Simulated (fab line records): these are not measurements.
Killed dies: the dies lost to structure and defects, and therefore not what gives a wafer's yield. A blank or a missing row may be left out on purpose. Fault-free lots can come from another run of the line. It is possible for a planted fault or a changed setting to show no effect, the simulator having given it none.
Chamber matching ; flow n5-finfet ; rie-diel-02 running N5_MOL_CONTACT_COAG_ETCHBACK_135: 4 sister chambers
The step etches SiO2 in CHF3, target depth 25 nm, time 16.7 s. 18 wafers are shown with their chamber, then 9 later ones without.

## WAFERS WITH THEIR CHAMBER
wafer;chamber;showerhead-plenum-p-Torr (Torr);drypump-motor-current-A (A);throttle-valve-pct (%)
L079.3;2;2.51;5.3;18.10
L079.5;0;2.33;5.7;18.35
L079.6;3;2.40;5.8;18.48
L080.3;2;2.51;5.3;18.08
L080.4;3;2.40;5.8;18.47
L080.6;0;2.33;5.7;18.33
L081.3;2;2.51;5.3;18.09
L081.4;3;2.40;5.8;18.48
L081.5;0;2.33;5.7;18.35
L085.1;3;2.40;5.8;18.49
L085.3;2;2.50;5.4;18.11
L085.4;1;2.44;6.0;18.78
L086.2;3;2.40;5.8;18.49
L086.4;2;2.50;5.3;18.12
L086.5;3;2.40;5.8;18.50
L089.1;0;2.32;5.7;18.37
L089.4;2;2.50;5.3;18.13
L089.6;1;2.44;6.0;18.79

SIGNATURES (means of the wafers above)
reading;chamber 0;chamber 1;chamber 2;chamber 3;scatter within a chamber
showerhead-plenum-p-Torr;2.3275;2.4400;2.5050;2.4000;0.00401
drypump-motor-current-A;5.700;6.000;5.317;5.800;0.0244
throttle-valve-pct;18.3500;18.7850;18.1050;18.4850;0.015
Rule: distance of a wafer from a chamber = root of the sum over the readings of ((wafer's reading minus chamber's mean) / reading's scatter) squared. The wafer belongs to the nearest chamber; if the next one is less than 2 further off, it can't be placed. The scatter is the square root of a quotient: the sum, over the shown wafers, of each reading's squared deviation from its chamber's mean, divided by wafers minus chambers.

## WAFERS WITH NO CHAMBER GIVEN
wafer;showerhead-plenum-p-Torr (Torr);drypump-motor-current-A (A);throttle-valve-pct (%)
L090.2;2.50;5.3;18.13
L090.4;2.44;6.0;18.81
L090.5;2.32;5.7;18.38
L091.2;2.44;6.0;18.80
L091.5;2.39;5.8;18.52
L091.6;2.32;5.7;18.38
L096.3;2.39;5.8;18.54
L096.4;2.49;5.3;18.16
L096.6;2.49;5.3;18.15

## EACH ONE'S CHAMBER
wafer;from the rows above;in truth
L090.2;2;2
L090.4;1;1
L090.5;0;0
L091.2;1;1
L091.5;3;3
L091.6;0;0
L096.3;3;3
L096.4;2;2
L096.6;2;2
Correct placement for 9 of the 9. Left unplaced by these rows: 0. Placed wrongly: 0.
